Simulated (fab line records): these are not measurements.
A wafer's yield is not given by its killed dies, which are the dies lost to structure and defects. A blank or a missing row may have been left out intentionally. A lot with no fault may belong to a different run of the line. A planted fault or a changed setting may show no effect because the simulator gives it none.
Split-lot trial + flow n5Finfet + 21 wafers read across 7 lots, on a route 1938 steps long

== ON THE SPLIT ==
At N5_BEOL_M5_ETCH_72 (etches underlayer in N2/H2, target depth 6.5 nm, time 5.2 s), the setting sourceW was moved away from the recipe's 840 W on 10 of the 21 wafers read, by -15.4% to +7.6%. This setting was run at the recipe's value on the other wafers.

The reading is taken at the split's own step.

== THE READING ==
rfVppV, in V, at N5_BEOL_M5_ETCH_72 (etches underlayer in N2/H2, target depth 6.5 nm, time 5.2 s). Typical for fault-free wafers on this fab line: 523.1 V, with standard deviation 2.7 V.

| wafer  | tool, chamber at the split | sourceW as run, W | against the recipe | rfVppV, V | against lot-mates on the recipe |
|--------|----------------------------|-------------------|--------------------|-----------|---------------------------------|
| L075.1 | rieDiel-06, 1              | 903.9             | +7.6%              | 507.6     | no lot-mate on the recipe       |
| L075.4 | rieDiel-06, 2              | 903.9             | +7.6%              | 508.5     | no lot-mate on the recipe       |
| L075.5 | rieDiel-06, 1              | 903.9             | +7.6%              | 508.2     | no lot-mate on the recipe       |
| L083.3 | rieDiel-05, 2              | 710.4             | -15.4%             | 554.1     | +31.6                           |
| L083.5 | rieDiel-05, 3              | 840               | recipe             | 523.5     | -                               |
| L083.6 | rieDiel-05, 2              | 840               | recipe             | 521.5     | -                               |
| L080.1 | rieDiel-05, 1              | 840               | recipe             | 521.7     | -                               |
| L080.3 | rieDiel-05, 2              | 789.9             | -6.0%              | 534.4     | +12.7                           |
| L080.5 | rieDiel-05, 0              | 789.9             | -6.0%              | 533.9     | +12.2                           |
| L084.1 | rieDiel-02, 0              | 840               | recipe             | 522.6     | -                               |
| L084.2 | rieDiel-02, 3              | 887.6             | +5.7%              | 512.7     | -13.5                           |
| L084.3 | rieDiel-02, 1              | 840               | recipe             | 529.7     | -                               |
| L090.3 | rieDiel-06, 2              | 840               | recipe             | 520.8     | -                               |
| L090.4 | rieDiel-06, 1              | 772               | -8.1%              | 535.5     | +12.0                           |
| L090.6 | rieDiel-06, 3              | 840               | recipe             | 526.1     | -                               |
| L088.1 | rieDiel-06, 1              | 840               | recipe             | 518.9     | -                               |
| L088.3 | rieDiel-06, 2              | 723.7             | -13.8%             | 547.0     | +28.1                           |
| L088.4 | rieDiel-06, 3              | 723.7             | -13.8%             | 554.4     | +35.5                           |
| L093.1 | rieDiel-05, 0              | 840               | recipe             | 528.2     | -                               |
| L093.3 | rieDiel-05, 2              | 840               | recipe             | 520.8     | -                               |
| L093.6 | rieDiel-05, 2              | 840               | recipe             | 522.1     | -                               |

FIT RESULTS
A straight line over all 21 wafers: rfVppV changes by -1.95 V for each +1% of sourceW; r = -0.98; the points scatter about the line by 2.9 V.
The same after taking each lot's own level away (the mean of its wafers on the recipe; 18 wafers): -2.16 V for each +1%; r = -0.98; scatter 3 V.
That fit puts the effect of the largest move of sourceW on the reading at 33 V.
Measured against the standard deviation above, the lots' own levels, which go from 518.90 to 526.15 V, span 2.7 times it.
Consequently the slope shifts little with the lot-to-lot level, the two slopes agreeing.
Check: +33.7 V against its lot-mates is what the line predicts for one of the wafers moved furthest among these (-15.4%) when that wafer is left out of the fit. Against them it came out at +31.6 V.
Tool readings at the split's step, against how far the setting was moved: rfVppV r = -0.98.

== FILE'S OWN FIT ==
rfVppV changes by -2.09 V for each +1% of sourceW, r = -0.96.
